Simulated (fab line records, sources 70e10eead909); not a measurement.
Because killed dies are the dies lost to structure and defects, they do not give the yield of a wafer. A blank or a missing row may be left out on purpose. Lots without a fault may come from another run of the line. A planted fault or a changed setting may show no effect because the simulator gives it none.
Problem report, 8D (eight disciplines) form, completed by code ; flow nand_harc ; the parts of the form that need people (team, actions taken, sign-off) are left out

## 1. WHAT WENT WRONG
Mean of killed_at_array at NHARC_END_SORT_01: 672 across 9 wafers in 3 lots; on wafers with no fault it is 63 (standard deviation 17). That puts it +36 standard deviations away from the usual mean.
First observed at day 30 20:20: wafer L933.2, on prober-02. At this step, 36 wafers from 12 lots have a number in the record. Rule for "out" (also "out of limits"): further than 4 standard deviations from the usual mean. The rest of the wafers with a number are treated as sound.

## 2. WHAT IT IS; WHAT IT IS NOT
question;is;is not
which readings at this step;killed_at_array, defect_limited_yield, killed_dies;killed_at_other, killed_at_periphery, killed_open
which lots;L933, L934, L935;L918, L921, L923, L924, L936, L937, L938, L939, L940
which wafers of those lots;all that have a number;-
read on which gauges;prober-01, prober-02;-
when;from day 30 20:20;"up to then (12 sound wafers); but 15 sound wafers of L936, L937, L938, L939, L940 came after"

## 3. SUSPECTS, AND WHAT RULES EACH OUT
Counting: a tool at a process step up to the reading stays a suspect if it ran every lot that is out and no sound lot after the first of them.
- the gauge at NHARC_END_SORT_01 has been ruled out. 2 gauges (prober-01, prober-02) read the wafers that are out.
- rie_diel-05 at NHARC_A_BONDPAD_ETCH_12 (etches the open film in CHF3/O2, target depth 220 nm, time 110 s): ruled out as a lasting fault. After its first lot that is out, L933 (day 29 12:55), sound lots L937, L936, L938, L940 ran on it.
Left after counting: nothing in the record.

## 4. THE CAUSE (what the simulator had put in)
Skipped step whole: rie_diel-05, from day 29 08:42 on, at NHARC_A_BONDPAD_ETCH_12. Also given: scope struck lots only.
Counting ruled it out, wrongly: the rule takes a fault to strike every lot that its tool runs from its start on, and this one did not.

## 5. THE EFFECT CHAIN, in route order
One row per reading whose mean, taken over the struck wafers that have a number, lies over 3 standard deviations from the usual. Scope: only readings with a usual standard deviation given in the record; hours: median across lots of the time from each lot's start at the first step in this table that gives one to its start at this step; sigmas: change in usual standard deviations.
hours;step;reading;usual;on struck wafers;change;sigmas
0;NHARC_END_SORT_01;defect_limited_yield;90.1 %;0.0;-90.1;-35
0;NHARC_END_SORT_01;killed_at_array;63;672;+609;+36
0;NHARC_END_SORT_01;killed_dies;67;677;+610;+36
Readings that are blank on the struck wafers while sound wafers have them: bias_w at NHARC_A_BONDPAD_ETCH_12; chamber_pressure_mTorr at NHARC_A_BONDPAD_ETCH_12; drypump_motor_current_A at NHARC_A_BONDPAD_ETCH_12; oes_product_au at NHARC_A_BONDPAD_ETCH_12; rf_vpp_V at NHARC_A_BONDPAD_ETCH_12; showerhead_plenum_p_Torr at NHARC_A_BONDPAD_ETCH_12; throttle_valve_pct at NHARC_A_BONDPAD_ETCH_12.

## 6. WHAT WOULD HAVE CAUGHT IT SOONER
The first out-of-limits reading at a measuring or inspecting step in this record came at day 30 20:20, 36 hours after the fault's start at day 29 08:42.
At NHARC_A_BONDPAD_ETCH_12 the tool's readings are blank on the struck wafers, where sound wafers have them: an empty tool record is the first sign, and it was there at once.
